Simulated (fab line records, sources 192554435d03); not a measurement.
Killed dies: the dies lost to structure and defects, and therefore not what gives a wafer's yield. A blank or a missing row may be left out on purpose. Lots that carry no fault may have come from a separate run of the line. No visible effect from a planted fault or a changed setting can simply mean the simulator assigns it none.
Chamber matching + flow n5_finfet + 4 sister chambers for N5_BEOL_M8_VIA_ETCH_34 on rie_diel-02
The step etches SiCOH lowk in C4F6/O2, target depth 125.5 nm, time 50.5 s. 6 wafers are shown with their chamber, then 7 later ones without.

## WAFERS WITH THEIR CHAMBER
| wafer  | chamber | showerhead_plenum_p_Torr (Torr) | drypump_motor_current_A (A) |
|--------|---------|---------------------------------|-----------------------------|
| L084.1 | 1       | 2.74                            | 5.6                         |
| L086.3 | 1       | 2.73                            | 5.7                         |
| L086.4 | 0       | 2.83                            | 5.3                         |
| L086.5 | 0       | 2.83                            | 5.3                         |
| L088.1 | 2       | 3.02                            | 5.9                         |
| L088.2 | 3       | 2.93                            | 5.7                         |

## WAFERS WHOSE CHAMBER IS MISSING
| wafer  | showerhead_plenum_p_Torr (Torr) | drypump_motor_current_A (A) |
|--------|---------------------------------|-----------------------------|
| L088.5 | 2.93                            | 5.7                         |
| L093.1 | 2.73                            | 5.7                         |
| L093.4 | 2.92                            | 5.6                         |
| L093.5 | 2.73                            | 5.6                         |
| L094.1 | 2.92                            | 5.7                         |
| L094.5 | 2.92                            | 5.7                         |
| L094.6 | 3.01                            | 5.9                         |

## THE CHAMBER EACH PASSED THROUGH
| wafer  | from the rows above | in truth |
|--------|---------------------|----------|
| L088.5 | 3                   | 3        |
| L093.1 | 1                   | 1        |
| L093.4 | 3                   | 3        |
| L093.5 | 1                   | 1        |
| L094.1 | 3                   | 3        |
| L094.5 | 3                   | 3        |
| L094.6 | 2                   | 2        |
7 of 7 placed correctly. Number that these rows cannot place: 0. Wrongly placed: 0.
How it was worked out, from the rows above alone: a wafer's distance from a chamber is the root of the sum, over the readings, of the square of ((its reading less the chamber's mean) divided by the reading's scatter). The wafer belongs to the nearest chamber; if the next one is less than 2 further off, it can't be placed. For every chamber, the mean is computed from those of its wafers that are shown. The scatter: the root of (the sum of the squares of (reading less its chamber's mean) over the shown wafers, divided by (wafers less chambers)).
